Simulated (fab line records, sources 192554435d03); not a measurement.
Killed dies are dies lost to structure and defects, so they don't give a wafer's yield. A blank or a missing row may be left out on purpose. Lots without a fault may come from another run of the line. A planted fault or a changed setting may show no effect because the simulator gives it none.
A struck lot beside a sound one | flow n5_finfet | 16 steps out of a route of 1938
Sound: wafers L439.2, L439.4, L439.6. Struck: wafers L453.1, L453.4, L453.5. The cause comes at the end.
At each step with rows: each side's tool, then ch and its chambers, then its first start. Under that, the readings that differ: sound wafers | struck wafers | difference of the means | sigmas: that difference in standard deviations of wafers without a fault.
alike: readings whose means differ by less than 2 such deviations, and words and numbers that are the same on both sides. not compared: withheld readings, readings that some wafer has no value for, bounds like >300 that may hide the same value, and numbers for which the record gives no deviation and whose values overlap.
The two part at a step that has a row with sigmas, a row that says differs or no value, or rows on one side only. Numbers that don't overlap but have no deviation are shown without sigmas and don't part them. A reading that every wafer of one side lacks parts them only if that side has two wafers or more.

first, 4 steps without rows for these wafers: N5_BEOL_M9_SOFTBAKE_06 (time 60 s); N5_BEOL_M9_EXPOSE_08 (exposes mask M9); N5_BEOL_M9_PEB_09 (peb time 60 s); N5_BEOL_M9_DEVELOP_10 (develop time 30 s).
N5_BEOL_M9_CD_MEAS_11: target cd 64.1 nm.
  sound on cd_sem-02 ch 0, day 11 21:43; struck on cd_sem-03 ch 0, day 14 23:04
  alike: cd_nm
N5_BEOL_M9_OVL_MEAS_12:
  sound on overlay-01 ch 0, day 11 21:44; struck on overlay-01 ch 0, day 14 23:05
  alike: M9_OVL
N5_BEOL_M9_INSPECT_13: inspects for defects (brightfield).
  sound on defect_inspect-01, day 11 21:46; struck on defect_inspect-01, day 14 23:07
  alike: raw_defect_count
N5_BEOL_M9_DESCUM_16: chemistry O2, time 7.9 s.
  sound on rie_diel-01 ch 0,1,3, day 11 21:48; struck on rie_diel-03 ch 2,3, day 14 23:13
  alike: drypump_motor_current_A, oes_product_au, rf_vpp_V, showerhead_plenum_p_Torr, temp_c, throttle_valve_pct
  not compared: rf_hours_counter_h
N5_BEOL_M9_ETCH_61: etches SiARC in CF4, target depth 39 nm, time 65 s.
  sound on rie_diel-01 ch 0,1,3, day 11 21:50; struck on rie_diel-03 ch 2,3, day 14 23:14
  alike: drypump_motor_current_A, etch_rf_on_time_s, mfc_ar_sccm, oes_product_au, rf_vpp_V, showerhead_plenum_p_Torr, throttle_valve_pct
  not compared: rf_hours_counter_h
N5_BEOL_M9_ETCH_62: etches SOC in N2/H2, target depth 110 nm, overetch 22 nm, time 165 s.
  sound on rie_diel-01 ch 0,1,3, day 11 21:53; struck on rie_diel-03 ch 2,3, day 14 23:17
  reading    | sound             | struck            | difference | sigmas
  temp_c (C) | 39.90 39.75 39.83 | 40.07 40.04 40.00 | +0.21      | +2
  alike: drypump_motor_current_A, h2_flow_sccm, oes_product_au, rf_vpp_V, showerhead_plenum_p_Torr, throttle_valve_pct
  not compared: rf_hours_counter_h
then, 1 step without rows for these wafers: N5_BEOL_M9_STRIP_68 (strips in N2/H2).
N5_BEOL_M9_STRIP_67: strips in CF4.
  sound on rie_diel-01 ch 0,1,3, day 11 22:02; struck on rie_diel-03 ch 2,3, day 14 23:26
  alike: drypump_motor_current_A, oes_product_au, rf_vpp_V, showerhead_plenum_p_Torr, throttle_valve_pct
  not compared: rf_hours_counter_h
N5_BEOL_M9_HM_OPEN_17: chemistry Cl2/BCl3, target TiN, target depth 20 nm, overetch 6 nm.
  sound on rie_metal-01 ch 1, day 11 22:05; struck on rie_metal-01 ch 1, day 14 23:29
  no value came back on the struck wafers for any of 6 readings (bcl3_flow_sccm (sccm), bias_w (W) and others); on the sound wafers bcl3_flow_sccm (sccm) reads 21.77 21.77 21.88
  reading                                  | sound          | struck            | difference | sigmas
  model.SOC_of_BEOL_M9_COAT_59.thk_nm (nm) | 91.2 91.8 91.6 | 100.4 100.2 100.2 | +8.7       |
  not compared: rf_hours_counter_h
N5_BEOL_M9_STRIP_19: strips in O2.
  sound on rie_diel-01 ch 0,2,3, day 11 22:21; struck on rie_diel-05 ch 0,2,3, day 14 23:35
  alike: drypump_motor_current_A, oes_product_au, rf_vpp_V, showerhead_plenum_p_Torr, temp_c, throttle_valve_pct
  not compared: rf_hours_counter_h
N5_BEOL_M9_CD_MEAS_18: pitch 140 nm, target cd 70 nm.
  sound on cd_sem-03, day 11 22:25; struck on cd_sem-03, day 14 23:40
  reading    | sound          | struck | difference                    | sigmas
  cd_nm (nm) | 72.3 70.6 71.1 | - - -  | no value on the struck wafers |
then, 1 step without rows for these wafers: N5_BEOL_M9_COAT_63 (time 60 s, resist thk 60 nm).

WHERE THEY PART
First at N5_BEOL_M9_ETCH_62; last, within this record, at N5_BEOL_M9_CD_MEAS_18.

WHY: what the simulator had put in
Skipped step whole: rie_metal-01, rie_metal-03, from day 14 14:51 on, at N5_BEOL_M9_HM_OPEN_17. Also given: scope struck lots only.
